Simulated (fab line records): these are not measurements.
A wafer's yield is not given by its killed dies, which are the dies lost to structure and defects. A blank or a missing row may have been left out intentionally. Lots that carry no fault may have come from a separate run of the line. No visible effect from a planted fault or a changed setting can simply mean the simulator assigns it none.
Split-lot experiment	flow n5_finfet	21 wafers read from 7 lots, route of 1938 steps

== THE SPLIT ==
At N5_BEOL_M14_ILD_DEP_00 (deposits SiO2 from TEOS/O2, target thk 1119.3 nm, time 237.4 s), the setting time_s was moved away from the recipe's 237.4 s on 8 of the 21 wafers read, by -10.4% to +13.5%. This setting was run at the recipe's value on the other wafers.

No step appears in the file between the split and the reading.

== THE READING ==
At N5_BEOL_M14_THK_MEAS_01: M14_ILD_THK, given in nm. Fault-free wafers of this fab line usually give 1117 nm, standard deviation 15 nm.

wafer	tool, chamber at the split	time_s as run, s	against the recipe	M14_ILD_THK, nm	against lot-mates on the recipe
L074.1	pecvd-03, 2	262.1	+10.4%	1222	+126
L074.2	pecvd-03, 0	237.4	recipe	1095	-
L074.5	pecvd-03, 2	237.4	recipe	1098	-
L076.3	pecvd-03, 2	216.3	-8.9%	1003	-112
L076.4	pecvd-03, 1	237.4	recipe	1115	-
L076.6	pecvd-03, 0	216.3	-8.9%	1000	-115
L077.4	pecvd-04, 1	237.4	recipe	1113	-
L077.5	pecvd-04, 0	237.4	recipe	1125	-
L077.6	pecvd-04, 2	249.6	+5.1%	1172	+53
L078.2	pecvd-04, 1	269.4	+13.5%	1270	+145
L078.3	pecvd-04, 1	237.4	recipe	1122	-
L078.6	pecvd-04, 1	237.4	recipe	1128	-
L086.1	pecvd-03, 0	225.9	-4.8%	1042	-72
L086.2	pecvd-03, 2	225.9	-4.8%	1061	-53
L086.3	pecvd-03, 1	237.4	recipe	1114	-
L087.2	pecvd-03, 2	237.4	recipe	1100	-
L087.5	pecvd-03, 0	237.4	recipe	1115	-
L087.6	pecvd-03, 1	212.7	-10.4%	1010	-98
L091.2	pecvd-02, 2	237.4	recipe	1081	-
L091.3	pecvd-02, 1	237.4	recipe	1081	-
L091.4	pecvd-02, 2	237.4	recipe	1099	-

FIT RESULTS
A straight line over all 21 wafers: M14_ILD_THK changes by +11.4 nm for each +1% of time_s; r = +0.98; the points scatter about the line by 14 nm.
The same after taking each lot's own level away (the mean of its wafers on the recipe; 21 wafers): +11.4 nm for each +1%; r = +0.99; scatter 9.1 nm.
That fit puts the effect of the largest move of time_s on the reading at 1.5e+02 nm.
Across the lots, their own levels run from 1087.0 to 1125.0 nm, a range of 2.5 times the standard deviation given above.
So the lot-to-lot level changes the slope little: the two slopes agree.
Check: with one of the wafers moved furthest among these (+13.5%) left out of the fit, the line predicts +156 nm for it against its lot-mates. It came out at +145 nm against them.

== ADDITIONAL SPLITS CARRIED BY THESE WAFERS ==
Before the reading, these wafers also passed through other splits. Each is held against what the fit with the lots' levels taken away leaves over:
other split on the same wafers	wafers away from the commonest value	r with M14_ILD_THK (lot level and that fit taken away)
N5_BEOL_M13_COAT_04 spin_rpm	7	+0.21
N5_BEOL_M13_SPUTTER_43 power_w	7	+0.17

== THE WHOLE CHAIN: every reading that the file lists as answering this split, in the file's order ==
step	what it does	reading	change (the file's fit)	r (the file's)
N5_BEOL_M14_ILD_DEP_00	deposits SiO2 from TEOS/O2, target thk 1119.3 nm, time 237.4 s	SiO2_of_BEOL_M14_ILD_DEP_00.thk_nm (the simulator's own value, which no gauge read)	+11.1 nm for each +1% of the setting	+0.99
N5_BEOL_M14_THK_MEAS_01		M14_ILD_THK	+11.1 for each +1% of the setting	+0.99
N5_BEOL_M14_VIA_ETCH_16	etches SiO2 in C4F8/O2/Ar, target depth 1231.3 nm	etch.depth_nm (the simulator's own value, which no gauge read)	+11.1 nm for each +1% of the setting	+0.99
N5_BEOL_M14_VIA_ETCH_16	etches SiO2 in C4F8/O2/Ar, target depth 1231.3 nm	coat_of_BEOL_M14_COAT_04.thk_nm (the simulator's own value, which no gauge read)	-2.74 nm for each +1% of the setting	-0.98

== FILE'S OWN FIT ==
M14_ILD_THK changes by +11.1 nm for each +1% of time_s, r = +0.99.
